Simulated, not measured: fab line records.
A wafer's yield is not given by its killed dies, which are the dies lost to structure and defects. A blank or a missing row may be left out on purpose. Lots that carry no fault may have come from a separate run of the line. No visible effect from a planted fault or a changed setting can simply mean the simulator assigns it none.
Chamber matching -- flow nandHarc -- 4 sister chambers for NHARC_A_CHANNEL_FILL_D2_ALD_02 on aldHk-04
The step deposits SiO2, target thk 6 nm, pulse time 10 s, ald cycles 60. 16 wafers are shown with their chamber, then 8 later ones without.

== WAFERS WITH THEIR CHAMBER ==
wafer,chamber,heaterPowerW (W),precursorPulseHeightRel
L081.1,1,392,1.016
L081.4,2,455,1.024
L081.6,3,445,1.003
L085.1,2,460,0.982
L085.4,3,455,1.032
L085.5,2,450,0.981
L084.3,3,462,0.997
L084.4,0,548,0.970
L084.5,2,458,0.978
L089.4,0,551,1.010
L089.5,3,415,0.981
L089.6,0,540,1.004
L088.3,3,412,0.981
L088.4,0,536,0.999
L088.6,0,527,1.004
L092.3,0,538,0.993

SIGNATURES (averages over the wafers above)
reading,chamber 0,chamber 1,chamber 2,chamber 3,scatter within a chamber
heaterPowerW,540.00,392.00,455.75,437.80,14.6
precursorPulseHeightRel,0.99667,1.01600,0.99125,0.99880,0.0187
Rule: for a wafer and a chamber, the distance is found by dividing, reading by reading, the gap between the wafer's reading and the chamber's mean by the reading's scatter, squaring, summing and taking the root. If the next closest chamber is less than 2 further off than the closest, the wafer can't be placed; otherwise it belongs to the closest. The scatter: take each reading less its chamber's mean, square it, sum over the shown wafers, divide by the number of wafers less the number of chambers, and take the root.

== WAFERS WITHOUT THEIR CHAMBER ==
wafer,heaterPowerW (W),precursorPulseHeightRel
L092.4,482,1.002
L092.5,484,0.990
L093.1,521,1.017
L093.2,372,0.988
L093.3,486,1.044
L097.3,413,1.040
L097.5,530,0.978
L097.6,417,1.018

== WHICH CHAMBER EACH ONE RAN IN ==
wafer,from the rows above,in truth
L092.4,can't be placed: 2 or 3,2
L092.5,can't be placed: 2 or 3 or 0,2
L093.1,0,0
L093.2,1,1
L093.3,can't be placed: 2 or 3 or 0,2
L097.3,can't be placed: 1 or 3 or 2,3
L097.5,0,0
L097.6,can't be placed: 1 or 3 or 2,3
Placed correctly: 3 of 8. From these rows, 5 cannot be placed; in 5 the true chamber is one of the candidates. 0 placed wrongly.
